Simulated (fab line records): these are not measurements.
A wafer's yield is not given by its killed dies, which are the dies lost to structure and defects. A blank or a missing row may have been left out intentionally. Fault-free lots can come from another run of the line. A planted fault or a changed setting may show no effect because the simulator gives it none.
Chamber matching -- flow nand_harc -- NHARC_A_CHANNEL_FILL_D1_ALD_02 on ald_hk-02: 4 sister chambers
The step deposits SiO2, target thk 6 nm, pulse time 10 s, ald cycles 60. 4 wafers are shown with their chamber, then 8 later ones without.

== WAFERS WITH THEIR CHAMBER ==
wafer,chamber,heater_power_w (W)
L080.1,3,486
L080.3,2,498
L080.4,0,420
L086.3,1,512

== WAFERS WITHOUT THEIR CHAMBER ==
wafer,heater_power_w (W)
L086.4,443
L086.6,505
L087.4,507
L087.5,498
L087.6,529
L096.4,434
L096.5,488
L096.6,523

== THE CHAMBER EACH PASSED THROUGH ==
wafer,from the rows above,in truth
L086.4,can't be placed: 0 or 3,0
L086.6,can't be placed: 1 or 2 or 3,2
L087.4,can't be placed: 1 or 2 or 3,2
L087.5,can't be placed: 2 or 3 or 1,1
L087.6,can't be placed: 1 or 2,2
L096.4,0,0
L096.5,can't be placed: 3 or 2 or 1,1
L096.6,can't be placed: 1 or 2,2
Correctly placed: 1 of 8. From these rows, 7 cannot be placed; in 7 the true chamber is one of the candidates. Number placed wrongly: 0.
How it was worked out, from the rows above alone: a wafer's distance from a chamber is the root of the sum, over the readings, of the square of ((its reading less the chamber's mean) divided by the reading's scatter). The wafer belongs to the nearest chamber; if the next one is less than 2 further off, it can't be placed. For every chamber, the mean is computed from those of its wafers that are shown. The scatter: root of mean squared gap, hidden wafer to nearest shown wafer, with one shown wafer a chamber.
